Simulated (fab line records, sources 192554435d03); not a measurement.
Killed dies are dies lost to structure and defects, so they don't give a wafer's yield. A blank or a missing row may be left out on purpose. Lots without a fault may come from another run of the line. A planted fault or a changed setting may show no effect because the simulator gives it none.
Split-lot experiment | flow n5_finfet | 7 lots, 21 wafers read, on a route of 1938 steps

THE SPLIT
At N5_SD_EPI_P_EXPOSE_06 (exposes mask SD P BLK, target cd 240 nm), the setting dose_mj was moved away from the recipe's 39.5 on 6 of the 21 wafers read, by -6.2% to +5.3%. The other wafers ran this setting at the recipe's value.

FROM THE SPLIT TO THE READING: what the file shows between them, 2 steps
- N5_SD_EPI_P_PEB_07: peb time 60 s
- N5_SD_EPI_P_DEVELOP_08: develop time 30 s

THE READING
cd_nm, in nm, at N5_SD_EPI_P_CD_MEAS_09 (target cd 240 nm). Fault-free wafers of this fab line usually give 240.0 nm, standard deviation 0.79 nm.

wafer  | tool, chamber at the split | dose_mj as run | against the recipe | cd_nm, nm | against lot-mates on the recipe
L074.1 | arfi_scanner-03, 0         | 37.91          | -4.0%              | 237.2     | -1.0
L074.4 | arfi_scanner-03, 0         | 37.91          | -4.0%              | 235.6     | -2.6
L074.5 | arfi_scanner-03, 0         | 39.5           | recipe             | 238.2     | -
L080.2 | arfi_scanner-01, 0         | 39.5           | recipe             | 240.2     | -
L080.4 | arfi_scanner-01, 0         | 37.04          | -6.2%              | 235.4     | -4.5
L080.5 | arfi_scanner-01, 0         | 39.5           | recipe             | 239.7     | -
L081.2 | arfi_scanner-03, 0         | 39.5           | recipe             | 240.1     | -
L081.5 | arfi_scanner-03, 0         | 39.5           | recipe             | 240.1     | -
L081.6 | arfi_scanner-03, 0         | 39.5           | recipe             | 239.4     | -
L085.3 | arfi_scanner-01, 0         | 40.41          | +2.3%              | 242.5     | +2.0
L085.4 | arfi_scanner-01, 0         | 39.5           | recipe             | 240.4     | -
L085.6 | arfi_scanner-01, 0         | 39.5           | recipe             | 240.6     | -
L087.1 | arfi_scanner-03, 0         | 39.5           | recipe             | 241.3     | -
L087.2 | arfi_scanner-03, 0         | 39.5           | recipe             | 241.4     | -
L087.4 | arfi_scanner-03, 0         | 39.5           | recipe             | 241.2     | -
L091.1 | arfi_scanner-01, 0         | 39.5           | recipe             | 239.9     | -
L091.2 | arfi_scanner-01, 0         | 39.5           | recipe             | 241.3     | -
L091.6 | arfi_scanner-01, 0         | 37.57          | -4.9%              | 237.4     | -3.2
L095.2 | arfi_scanner-03, 0         | 39.5           | recipe             | 239.7     | -
L095.3 | arfi_scanner-03, 0         | 39.5           | recipe             | 240.0     | -
L095.6 | arfi_scanner-03, 0         | 41.58          | +5.3%              | 243.8     | +4.0

THE FIT
A straight line over all 21 wafers: cd_nm changes by +0.769 nm for each +1% of dose_mj; r = +0.91; the points scatter about the line by 0.86 nm.
The same after taking each lot's own level away (the mean of its wafers on the recipe; 21 wafers): +0.665 nm for each +1%; r = +0.96; scatter 0.5 nm.
On that fit, the largest move of dose_mj shifts the reading by 4.1 nm.
The lots' own levels span 238.20 to 241.30 nm, that is 3.9 times the standard deviation above.
So the lot-to-lot level changes the slope: the two fits differ.
Check: with one of the wafers moved furthest among these (-6.2%) left out of the fit, the line predicts -3.79 nm for it against its lot-mates. It came out at -4.55 nm against them.

THE WHOLE CHAIN: every reading that the file lists as answering this split, in the file's order
step                    | what it does                                                | reading                                                         | change (the file's fit)               | r (the file's)
N5_SD_EPI_P_CD_MEAS_09  | target cd 240 nm                                            | cd_nm                                                           | +0.68 nm for each +1% of the setting  | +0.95
N5_SD_EPI_P_DESCUM_14   | chemistry O2, time 7.9 s                                    | SD_EPI_P.cd_nm (the simulator's own value, which no gauge read) | +0.701 nm for each +1% of the setting | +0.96
N5_SD_EPI_P_ETCH_36     | etches SiARC in CF4, target depth 45.5 nm, time 75.8 s      | SD_EPI_P.cd_nm (the simulator's own value, which no gauge read) | +0.71 nm for each +1% of the setting  | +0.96
N5_SD_EPI_P_ETCH_37     | etches SOC in N2/H2, overetch 108 nm, time 486 s            | SD_EPI_P.cd_nm (the simulator's own value, which no gauge read) | +0.647 nm for each +1% of the setting | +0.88
N5_SD_EPI_P_ETCHBACK_46 | etches SiNx in CH3F/O2, stops on SiO2, target depth 17.5 nm | SD_EPI_P.cd_nm (the simulator's own value, which no gauge read) | +0.643 nm for each +1% of the setting | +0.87

THE FILE'S OWN FIT
cd_nm changes by +0.68 nm for each +1% of dose_mj, r = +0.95.
